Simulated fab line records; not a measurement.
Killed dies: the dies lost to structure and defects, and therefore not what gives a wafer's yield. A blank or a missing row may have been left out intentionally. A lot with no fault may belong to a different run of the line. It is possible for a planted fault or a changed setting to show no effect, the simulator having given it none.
Struck lot and sound lot, side by side | flow nand-harc | 15 steps out of a route of 1159
Sound: the wafers L799.1, L799.2, L799.3. Struck: wafers L805.1, L805.5, L805.6. The cause comes at the end.
At each step with rows: each side's tool, then ch and its chambers, then its first start. Under that, the readings that differ: sound wafers | struck wafers | difference of the means | sigmas: that difference in standard deviations of wafers without a fault.
alike: same words and numbers on both sides, and readings whose means sit less than 2 such deviations apart. not compared: any withheld reading, any reading some wafer has no value for, any bound like >300 that may hide the same value, and any number with overlapping values for which the record gives no deviation.
The two part at a step that has a row with sigmas, a row that says differs or no value, or rows on one side only. Non-overlapping numbers with no deviation appear without sigmas and do not part them. A reading missing from all wafers of one side parts the sides only when that side holds two or more wafers.

first, 7 steps without rows for these wafers: NHARC_A_SLIT_HMDS_02 (time 30 s); NHARC_A_SLIT_COAT_03 (resist thk 90 nm); NHARC_A_SLIT_SOFTBAKE_04 (time 55 s); NHARC_A_SLIT_EBR_05; NHARC_A_SLIT_EXPOSE_06 (exposes mask SLIT); NHARC_A_SLIT_PEB_07 (peb time 65 s); NHARC_A_SLIT_DEVELOP_08 (develop time 35 s).
NHARC_A_SLIT_CD_MEAS_09 targets a cd of 300 nm.
  sound on cd-sem-01 ch 0, day 15 13:06; struck on cd-sem-02 ch 0, day 17 15:26
  alike: cd-nm
NHARC_A_SLIT_OVL_MEAS_10:
  sound on overlay-01, day 15 13:11; struck on overlay-02, day 17 15:32
  reading           | sound       | struck         | difference | sigmas
  overlay-y-nm (nm) | 0.6 0.2 1.1 | -1.6 -0.8 -1.4 | -1.9       | -3
  alike: overlay-x-nm
NHARC_A_SLIT_INSPECT_11:
  sound on defect-inspect-02, day 15 13:14; struck on defect-inspect-02, day 17 15:34
  alike: raw-defect-count
NHARC_A_SLIT_DESCUM_14: chemistry O2, time 3 s.
  sound on rie-diel-07 ch 1,2,3, day 15 13:18; struck on rie-diel-01 ch 0,1, day 17 15:39
  alike: drypump-motor-current-A, oes-product-au, rf-vpp-V, showerhead-plenum-p-Torr, throttle-valve-pct
  not compared: rf-hours-counter-h
NHARC_A_SLIT_ETCH_24: etches the open film in CF4/CHF3, target depth 121 nm, time 60.5 s.
  sound on rie-diel-07 ch 0,2,3, day 15 13:23; struck on rie-diel-01 ch 0,1, day 17 15:45
  alike: drypump-motor-current-A, oes-product-au, rf-vpp-V, run-length-s, showerhead-plenum-p-Torr, throttle-valve-pct
  not compared: rf-hours-counter-h
NHARC_A_SLIT_ETCH_15: etches the open film in O2/COS, target depth 3200 nm, time 832 s.
  sound on rie-diel-07 ch 0,1,3, day 15 13:47; struck on rie-diel-01 ch 1,3, day 17 15:55
  reading                        | sound                 | struck               | difference | sigmas
  run-length-s (s)               | 853.4 852.9 853.4     | 671.6 672.4 671.7    | -181.3     | -99 or more
  model.A_SLIT.cd-offset-nm (nm) | -0.233 -0.2468 -0.619 | -3.739 -2.666 -2.468 | -2.591     |
  alike: drypump-motor-current-A, oes-product-au, rf-vpp-V, showerhead-plenum-p-Torr, throttle-valve-pct
  not compared: rf-hours-counter-h
NHARC_A_SLIT_ETCH_17: etches the open film in C4F8/O2/Ar, time 1687.5 s, target depth 10100 nm.
  sound on har-etch-01 ch 0,1, day 15 18:02; struck on har-etch-02 ch 0,1, day 17 16:38
  alike: drypump-motor-current-A, run-length-s, showerhead-plenum-p-Torr, throttle-valve-pct
  not compared: rf-hours-counter-h
-- break in the record here, with 5 days between the starts of the struck wafers on either side (left off in module A_SLIT, picked up again in module END, where the first step shown is number 1159 on the route) --
NHARC_END_SORT_01:
  sound on prober-02 ch 0, day 21 12:18; struck on prober-02 ch 0, day 22 08:21
  reading         | sound    | struck                                                                     | difference                   | sigmas
  hold            | - - -    | await-dispo/5.6h/release await-dispo/5.6h/release await-dispo/5.6h/release | no value on the sound wafers |
  killed-at-array | 25 19 25 | 113 142 130                                                                | +105                         | +10
  killed-dies     | 28 21 27 | 119 142 132                                                                | +106                         | +9
  alike: killed-at-other, killed-at-periphery, killed-open, killed-short

== WHERE THEY PART ==
Last at NHARC_END_SORT_01 as far as this record goes, first at NHARC_A_SLIT_OVL_MEAS_10.

WHY: what the simulator had put in
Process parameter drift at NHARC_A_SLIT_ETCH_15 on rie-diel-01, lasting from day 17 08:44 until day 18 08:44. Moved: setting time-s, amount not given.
